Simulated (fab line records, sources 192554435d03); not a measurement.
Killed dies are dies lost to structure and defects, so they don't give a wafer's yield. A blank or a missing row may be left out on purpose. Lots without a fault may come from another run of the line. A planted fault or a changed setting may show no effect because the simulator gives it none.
fab line records | flow n5_finfet
record lots=7 wafers=21 last_day=18
route steps=1938 shown BEOL_M8@1357
lots that met no fault: from a run of the same line without faults
start_h: hours from the record's first day to the start of the lot's first wafer shown | wait_h: hours since the lot's step before | " the same as in the row above | L1.1+2: a row that stands for several wafers | - no value, or no start given | * or withheld: withheld | < > ~ a bound
route shown NAME@n: a module of which the file shows steps, and the number in the route of the first | usual: mean/standard deviation of fault-free wafers | same: alike in all rows | chamber/n: place in a boat | sites: the reading at each site | _std_site: their standard deviation | _edge_site: outer sites' mean less inner sites' | radius_mm: how far each site lies from the wafer's centre | mask NAME#n: copy n | behind: the tool/chamber that last shaped the wafer | hold: why the lot was held/for how many hours/how that ended | device: the transistor (n, p or np) that didn't switch | end of line: the same wafers' tests at the end of the route | a step without rows: its recipe alone | killed: dies lost to structure and defects at the first sort, not the wafer's yield | map: a wafer's dies, x killed, . not, _ none there
set.NAME: the setting as run; set.NAME@STEP: as run at that earlier step | model.NAME: the simulator's own value behind a step, which no gauge read
lots at some steps of the route; a table a step, a row a wafer
services: from which hour (start_h, from the record's first day; less than 0 if before it) a tool's chamber was out of use, for how many hours, and why
## steps
# step N5_BEOL_M8_COAT_64
# recipe resist=SiARC temp_c=220 time_s=60 spin_rpm=1500 resist_thk_nm=12
# step N5_BEOL_M8_COAT_71
# recipe resist=underlayer temp_c=205 time_s=60 spin_rpm=1500 resist_thk_nm=5
# step N5_BEOL_M8_COAT_22
# recipe resist=CAR-EUV spin_rpm=1500 resist_thk_nm=30
# step N5_BEOL_M8_EBR_24
# recipe solvent=PGMEA ebr_width_mm=1.5
# step N5_BEOL_M8_SOFTBAKE_23
# recipe temp_c=110 time_s=60 resist=CAR-EUV
# step N5_BEOL_M8_EXPOSE_25
# recipe mask_id=V7 na=0.33 source_shape=annular sigma_inner=0.4 sigma_outer=0.8 polarization=unpolarized target_cd_nm=40 dose_mj=42.5
# step N5_BEOL_M8_PEB_26
# recipe peb_temp_c=100 peb_time_s=60 resist=CAR-EUV
# step N5_BEOL_M8_DEVELOP_27
# recipe develop_time_s=30 developer=TMAH resist=CAR-EUV rinse_liquid=surfactant_rinse dry=air_spin dev_temp_c=23
# step N5_BEOL_M8_CD_MEAS_28
# recipe target_cd_nm=40 landing_energy_ev=500 detector=se_inlens
# usual cd_nm=40.01/0.26
# columns lot.wafer tool chamber start_h wait_h cd_nm
L872.1 cd_sem-01 0 252.45 - 40.61
L872.3 " 0 " " 40.11
L872.5 " 0 " " 39.63
L873.3 cd_sem-01 0 283.80 - 40.05
L873.4 " 0 " " 39.70
L873.5 " 0 " " 39.58
L880.1 cd_sem-01 0 318.66 - 39.82
L880.2 " 0 " " 39.47
L880.3 " 0 " " 39.69
L879.1 cd_sem-02 0 325.53 - 39.79
L879.3 " 0 " " 40.00
L879.4 " 0 " " 40.27
L882.4 cd_sem-02 0 325.71 - 39.56
L882.5 " 0 " " 40.03
L882.6 " 0 " " 40.21
L884.1 cd_sem-02 0 351.90 - 39.88
L884.3 " 0 " " 40.03
L884.4 " 0 " " 40.37
L888.2 cd_sem-02 0 364.78 - 39.85
L888.3 " 0 " " 40.44
L888.4 " 0 " " 39.97
# step N5_BEOL_M8_OVL_MEAS_29
# recipe points_per_wafer=522
# usual V7_OVL=0.4/0.72
# columns lot.wafer tool chamber start_h wait_h V7_OVL[nm]
L872.1 overlay-01 0 252.48 0.0 1.2
L872.3 " 0 " " 2.5
L872.5 " 0 " " 1.8
L873.3 overlay-02 0 283.84 0.0 0.5
L873.4 " 0 " " 0.8
L873.5 " 0 " " 1.0
L880.1 overlay-02 0 318.69 0.0 1.0
L880.2 " 0 " " -0.4
L880.3 " 0 " " 1.9
L879.1 overlay-01 0 325.56 0.0 -0.9
L879.3 " 0 " " -0.3
L879.4 " 0 " " -0.2
L882.4 overlay-01 0 325.76 0.0 0.9
L882.5 " 0 " " -0.4
L882.6 " 0 " " 1.3
L884.1 overlay-02 0 351.93 0.0 -0.4
L884.3 " 0 " " -0.5
L884.4 " 0 " " 0.9
L888.2 overlay-01 0 364.82 0.0 1.2
L888.3 " 0 " " 0.6
L888.4 " 0 " " 1.0
# step N5_BEOL_M8_INSPECT_30
# recipe mode=adi inspect_instrument=brightfield
# usual raw_defect_count=417/110
# columns lot.wafer tool chamber start_h wait_h raw_defect_count
L872.1 defect_inspect-02 - 252.54 0.1 519
L872.3 " - " " 644
L872.5 " - " " 581
L873.3 defect_inspect-01 - 283.89 0.0 356
L873.4 " - " " 335
L873.5 " - " " 338
L880.1 defect_inspect-01 - 318.75 0.1 439
L880.2 " - " " 470
L880.3 " - " " 537
L879.1 defect_inspect-02 - 325.62 0.1 458
L879.3 " - " " 483
L879.4 " - " " 432
L882.4 defect_inspect-02 - 325.80 0.0 366
L882.5 " - " " 414
L882.6 " - " " 354
L884.1 defect_inspect-01 - 351.99 0.1 511
L884.3 " - " " 477
L884.4 " - " " 492
L888.2 defect_inspect-02 - 364.87 0.0 441
L888.3 " - " " 659
L888.4 " - " " 517
# step N5_BEOL_M8_DESCUM_33
# recipe chemistry=O2 time_s=7 source_power_w=50 bias_power_w=20 pressure_mtorr=20 rf_frequency_hz=2.712e+07 temp_c=40 resist=CAR-EUV o2_flow_sccm=225
# usual bias_power_w=20.00/0.067 chamber_pressure_mTorr=20.002/0.017 drypump_motor_current_A=5.9/0.57 oes_product_au=0.76/0.076 rf_fwd_power_W=49.43/0.23 rf_vpp_V=243.0/1.4 showerhead_plenum_p_Torr=2.08/0.057 throttle_valve_pct=20.45/0.28
# columns lot.wafer tool chamber start_h wait_h bias_power_w chamber_pressure_mTorr drypump_motor_current_A oes_product_au rf_fwd_power_W rf_hours_counter_h rf_vpp_V showerhead_plenum_p_Torr throttle_valve_pct
L872.1 rie_diel-05 1 252.57 0.0 19.98 19.998 6.7 0.74 49.29 139 243.2 2.10 20.09
L872.3 " 2 " " 20.14 20.011 6.2 0.69 49.13 219 243.1 2.07 20.79
L872.5 " 3 " " 19.98 19.992 5.5 0.83 49.38 - 244.0 2.03 20.34
L873.3 rie_diel-05 0 284.18 0.3 20.10 19.985 6.4 0.79 49.65 131 243.3 2.08 20.35
L873.4 " 1 " " 19.96 19.995 6.7 0.73 49.54 149 242.2 2.10 20.12
L873.5 " 1 " " 19.99 20.024 6.7 0.74 49.66 - 244.1 2.10 20.14
L880.1 rie_diel-05 3 318.78 0.0 19.98 20.005 5.4 0.80 48.98 93 240.8 2.03 20.38
L880.2 " 0 " " 20.00 20.034 6.4 0.77 49.62 143 243.4 2.08 20.36
L880.3 " 2 " " 20.12 19.990 6.3 0.68 49.05 241 241.6 2.06 20.82
L879.1 rie_diel-02 1 325.66 0.0 19.97 19.988 6.7 0.77 49.26 131 245.5 2.18 20.13
L879.3 " 2 " " 19.99 19.973 6.1 0.73 49.26 162 242.2 2.08 20.47
L879.4 " 2 " " 19.90 19.998 6.1 0.74 49.47 - 243.0 2.08 20.47
L882.4 rie_diel-06 0 325.88 0.1 19.90 19.998 5.8 0.94 49.71 - 245.0 2.21 20.37
L882.5 " 3 " " 19.96 20.016 5.0 0.70 49.41 - 241.0 2.00 20.16
L882.6 " 1 " " 19.96 20.005 5.5 0.67 49.44 - 241.9 1.98 20.98
L884.1 rie_diel-06 2 352.11 0.1 19.90 20.008 4.9 0.95 49.62 6 244.1 2.13 20.39
L884.3 " 3 " " 20.04 20.002 5.0 0.69 49.37 235 242.2 1.99 20.17
L884.4 " 0 " " 20.02 20.001 5.8 0.91 49.66 17 246.8 2.21 20.38
L888.2 rie_diel-05 2 364.90 0.0 20.00 19.976 6.3 0.98 48.89 2 242.6 2.06 20.45
L888.3 " 1 " " 19.94 20.021 6.7 0.72 49.47 177 242.5 2.09 20.17
L888.4 " 0 " " 20.01 20.013 6.4 0.76 49.72 160 243.1 2.07 20.37
# step N5_BEOL_M8_ETCH_72
# recipe chemistry=N2/H2 target=underlayer target_depth_a=65 mask_material=CAR-EUV time_s=5.2 ion_energy_ev=200 pressure_mtorr=30 source_w=840 bias_w=150 n2_flow_sccm=200 h2_flow_sccm=200 ends=cleared
# usual bias_w=150.1/0.48 chamber_pressure_mTorr=30.03/0.27 drypump_motor_current_A=6.0/0.56 etch_rf_on_time_s=5.24/0.16 oes_product_au=0.64/0.065 rf_fwd_power_W=819.5/2.5 rf_vpp_V=523.3/2.4 showerhead_plenum_p_Torr=2.52/0.073 throttle_valve_pct=17.9/0.31
# columns lot.wafer tool chamber start_h wait_h bias_w chamber_pressure_mTorr drypump_motor_current_A etch_rf_on_time_s oes_product_au rf_fwd_power_W rf_hours_counter_h rf_vpp_V showerhead_plenum_p_Torr throttle_valve_pct model.CAR-EUV_of_BEOL_M8_COAT_22.thk_nm
L872.1 rie_diel-05 1 252.60 0.0 149.2 30.01 6.7 5.36 0.64 819.8 139 524.3 2.54 17.5 20.4
L872.3 " 2 " " 148.8 30.03 6.3 5.34 0.59 822.2 219 523.7 2.53 18.4 20.4
L872.5 " 3 " " 150.7 29.97 5.5 5.24 0.71 818.4 - 522.1 2.47 17.8 20.4
L873.3 rie_diel-05 0 284.22 0.0 149.8 29.97 6.4 4.99 0.69 817.6 131 523.2 2.55 17.8 20.4
L873.4 " 1 " " 150.8 30.05 6.7 5.36 0.62 815.3 149 522.0 2.54 17.5 20.4
L873.5 " 1 " " 150.4 30.03 6.7 5.41 0.63 820.4 - 524.4 2.54 17.5 20.6
L880.1 rie_diel-05 3 318.82 0.0 - - - - - - - - - - 26.2
L880.2 " 0 " " - - - - - - - - - - 26
L880.3 " 2 " " - - - - - - - - - - 26.2
L879.1 rie_diel-02 1 325.69 0.0 - - - - - - - - - - 26
L879.3 " 2 " " - - - - - - - - - - 26.2
L879.4 " 2 " " - - - - - - - - - - 26
L882.4 rie_diel-06 0 325.91 0.0 - - - - - - - - - - 26.2
L882.5 " 3 " " - - - - - - - - - - 26.2
L882.6 " 1 " " - - - - - - - - - - 26
L884.1 rie_diel-06 2 352.14 0.0 150.3 29.92 4.9 5.45 0.79 816.0 6 525.9 2.60 17.8 20.4
L884.3 " 3 " " 150.7 30.04 5.0 5.36 0.57 819.3 235 517.3 2.42 17.6 20.4
L884.4 " 0 " " 149.9 30.05 5.8 5.17 0.77 816.7 17 528.2 2.70 17.8 20.4
L888.2 rie_diel-05 2 364.94 0.0 150.6 30.09 6.3 5.16 0.81 819.9 2 521.0 2.51 18.0 20.2
L888.3 " 1 " " 150.7 30.03 6.7 5.42 0.61 817.3 177 524.5 2.52 17.6 20.4
L888.4 " 0 " " 149.3 29.95 6.4 4.92 0.66 821.7 160 523.3 2.54 17.9 20.4
# step N5_BEOL_M8_ETCH_65
# recipe chemistry=CF4 target=SiARC target_depth_a=156 mask_material=CAR-EUV time_s=26 ion_energy_ev=80 pressure_mtorr=40 source_w=545 bias_w=36 Ar_flow_sccm=100 cf4_flow_sccm=100 ends=cleared
# usual bias_w=36.00/0.11 cf4_flow_sccm=100.00/0.3 chamber_pressure_mTorr=40.00/0.036 drypump_motor_current_A=5.9/0.56 etch_rf_on_time_s=26.3/0.75 oes_product_au=0.64/0.065 rf_fwd_power_W=532.4/2.2 rf_vpp_V=184.0/1.2 showerhead_plenum_p_Torr=2.13/0.06 throttle_valve_pct=15.65/0.26
# columns lot.wafer tool chamber start_h wait_h bias_w cf4_flow_sccm chamber_pressure_mTorr drypump_motor_current_A etch_rf_on_time_s oes_product_au rf_fwd_power_W rf_hours_counter_h rf_vpp_V showerhead_plenum_p_Torr throttle_valve_pct model.CAR-EUV_of_BEOL_M8_COAT_22.thk_nm
L872.1 rie_diel-05 1 252.62 0.0 36.05 99.99 39.98 6.7 26.8 0.64 529.9 139 185.2 2.15 15.32 11.2
L872.3 " 2 " " 35.90 100.22 39.98 6.3 26.5 0.59 530.4 219 183.6 2.13 16.02 11.2
L872.5 " 3 " " 35.90 99.39 39.98 5.5 26.5 0.70 534.1 - 183.3 2.08 15.45 11.2
L873.3 rie_diel-05 0 284.23 0.0 36.10 100.16 40.04 6.4 25.1 0.68 533.8 131 184.5 2.16 15.69 11.2
L873.4 " 1 " " 35.78 100.15 40.07 6.7 27.1 0.62 532.4 149 183.6 2.15 15.33 11.2
L873.5 " 1 " " 35.97 100.01 40.01 6.6 27.0 0.62 531.4 - 182.8 2.15 15.33 11.4
L880.1 rie_diel-05 3 318.83 0.0 36.04 100.29 40.01 5.5 26.6 0.68 531.7 93 183.7 2.07 15.48 17
L880.2 " 0 " " 35.96 100.55 39.99 6.4 25.2 0.67 530.3 143 184.2 2.15 15.69 16.8
L880.3 " 2 " " 36.04 99.76 39.90 6.2 26.8 0.58 531.2 241 182.6 2.12 16.05 17
L879.1 rie_diel-02 1 325.71 0.0 36.33 99.43 39.96 6.7 25.7 0.66 529.2 131 184.0 2.24 15.46 16.8
L879.3 " 2 " " 36.06 100.13 39.94 6.1 26.9 0.62 529.2 162 184.6 2.14 15.69 17
L879.4 " 2 " " 35.91 100.33 39.93 6.1 26.7 0.62 530.3 - 184.2 2.14 15.68 16.8
L882.4 rie_diel-06 0 325.93 0.0 35.98 99.90 39.91 5.8 25.3 0.81 537.7 - 186.1 2.26 15.50 17
L882.5 " 3 " " 35.89 99.41 40.04 5.0 26.4 0.59 530.4 - 183.3 2.04 15.40 17
L882.6 " 1 " " 36.13 100.11 39.96 5.5 26.2 0.58 535.2 - 183.3 2.03 16.11 16.8
L884.1 rie_diel-06 2 352.16 0.0 36.17 100.20 39.98 4.9 27.0 0.78 531.9 6 183.7 2.19 15.61 11.2
L884.3 " 3 " " 36.08 99.27 39.98 5.0 26.7 0.58 530.0 235 181.7 2.04 15.41 11.2
L884.4 " 0 " " 36.09 100.36 39.95 5.7 25.7 0.77 535.9 17 185.0 2.26 15.51 11.4
L888.2 rie_diel-05 2 364.95 0.0 36.19 99.80 39.96 6.2 25.0 0.84 534.2 2 184.4 2.12 15.57 11
L888.3 " 1 " " 35.99 100.07 39.96 6.7 26.9 0.60 532.9 177 184.2 2.14 15.41 11.2
L888.4 " 0 " " 36.03 100.26 40.00 6.4 24.9 0.66 534.8 160 184.2 2.15 15.74 11.2
# step N5_BEOL_M8_ETCH_66
# recipe chemistry=N2/H2 target=SOC target_depth_a=800 overetch_a=160 mask_material=SiARC temp_c=40 time_s=120 ion_energy_ev=200 pressure_mtorr=30 source_w=840 bias_w=150 n2_flow_sccm=200 h2_flow_sccm=200
# usual bias_w=150.0/0.43 chamber_pressure_mTorr=30.001/0.028 drypump_motor_current_A=6.0/0.56 oes_product_au=0.58/0.053 rf_fwd_power_W=836/3.1 rf_vpp_V=523.3/2.1 showerhead_plenum_p_Torr=2.52/0.073 throttle_valve_pct=17.8/0.31
# columns lot.wafer tool chamber start_h wait_h bias_w chamber_pressure_mTorr drypump_motor_current_A oes_product_au rf_fwd_power_W rf_hours_counter_h rf_vpp_V showerhead_plenum_p_Torr throttle_valve_pct
L872.1 rie_diel-05 1 252.65 0.0 150.2 29.972 6.7 0.58 834 139 525.1 2.54 17.5
L872.3 " 2 " " 150.2 30.031 6.3 0.54 828 219 523.6 2.53 18.3
L872.5 " 3 " " 150.0 30.011 5.4 0.63 835 - 521.4 2.47 17.8
L873.3 rie_diel-05 0 284.26 0.0 149.4 30.010 6.4 0.60 836 131 522.8 2.55 17.8
L873.4 " 1 " " 150.5 30.049 6.7 0.58 834 149 523.8 2.54 17.5
L873.5 " 1 " " 150.3 30.010 6.7 0.58 833 - 523.6 2.54 17.5
L880.1 rie_diel-05 3 318.86 0.0 149.0 29.989 5.5 0.61 832 93 522.2 2.46 17.8
L880.2 " 0 " " 149.6 30.012 6.5 0.59 839 143 523.3 2.55 17.8
L880.3 " 2 " " 150.1 29.979 6.3 0.54 833 241 524.1 2.52 18.4
L879.1 rie_diel-02 1 325.74 0.0 149.9 30.027 6.7 0.59 840 131 526.9 2.65 17.4
L879.3 " 2 " " 150.0 29.994 6.1 0.57 836 162 523.6 2.55 17.9
L879.4 " 2 " " 149.8 30.018 6.1 0.57 835 - 523.7 2.54 17.9
L882.4 rie_diel-06 0 325.99 0.0 149.9 29.995 5.8 0.71 838 - 529.2 2.71 17.8
L882.5 " 3 " " 150.4 30.029 5.0 0.53 833 - 518.1 2.42 17.5
L882.6 " 1 " " 149.3 30.046 5.5 0.52 838 - 520.3 2.40 18.3
L884.1 rie_diel-06 2 352.19 0.0 149.8 29.970 4.9 0.72 833 6 525.4 2.60 17.8
L884.3 " 3 " " 150.1 29.993 5.0 0.53 838 235 520.0 2.42 17.6
L884.4 " 0 " " 149.9 29.997 5.8 0.70 836 17 527.5 2.70 17.8
L888.2 rie_diel-05 2 364.98 0.0 149.2 30.031 6.2 0.74 833 2 522.6 2.51 18.0
L888.3 " 1 " " 150.2 29.994 6.7 0.55 832 177 522.6 2.52 17.5
L888.4 " 0 " " 149.9 30.007 6.4 0.58 838 160 523.9 2.54 17.8
## services
# columns tool chamber start_h hours kind
rie_diel-05 3 229.94 6.9 repair
rie_diel-05 2 235.44 7.4 repair
rie_diel-05 - 260.09 1.4 repair
rie_diel-06 0 287.51 - clean
rie_diel-06 0 287.51 - consumable_replace:focus_ring
rie_diel-06 0 287.51 - consumable_replace:showerhead
rie_diel-06 0 287.51 16.2 scheduled_down
rie_diel-06 0 287.51 16.2 vent_cycle
rie_diel-02 0 294.09 10.7 repair
rie_diel-06 2 303.85 - clean
rie_diel-06 2 303.85 - consumable_replace:focus_ring
rie_diel-06 2 303.85 30.6 scheduled_down
rie_diel-06 2 303.85 30.6 vent_cycle
rie_diel-06 1 306.01 2.9 repair
rie_diel-02 3 315.16 - clean
rie_diel-05 2 344.72 - clean
rie_diel-05 2 344.72 - consumable_replace:focus_ring
rie_diel-05 2 344.72 15.0 scheduled_down
rie_diel-05 2 344.72 15.0 vent_cycle
rie_diel-06 1 359.91 - clean
rie_diel-06 1 359.91 - consumable_replace:focus_ring
rie_diel-06 1 359.91 - consumable_replace:showerhead
rie_diel-06 1 359.91 17.4 scheduled_down
rie_diel-06 1 359.91 17.4 vent_cycle
## key
first_sign step=N5_BEOL_M8_ETCH_72 reading=tool_record direction=missing
effect none on later readings
model_effect step=N5_BEOL_M8_ETCH_72 value=CAR-EUV_of_BEOL_M8_COAT_22.thk_nm without=20.38 struck=26.11
model_effect step=N5_BEOL_M8_ETCH_65 value=CAR-EUV_of_BEOL_M8_COAT_22.thk_nm without=11.18 struck=16.91
met_at N5_BEOL_M8_ETCH_72
struck_wafers L879.1,L879.3,L879.4,L880.1,L880.2,L880.3,L882.4,L882.5,L882.6
onset_between 284.22 318.82
fault kind=skipped_step_whole tool=rie_diel-02,rie_diel-05,rie_diel-06 chamber=- onset_h=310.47 steps=N5_BEOL_M8_ETCH_72 scope=struck_lots_only
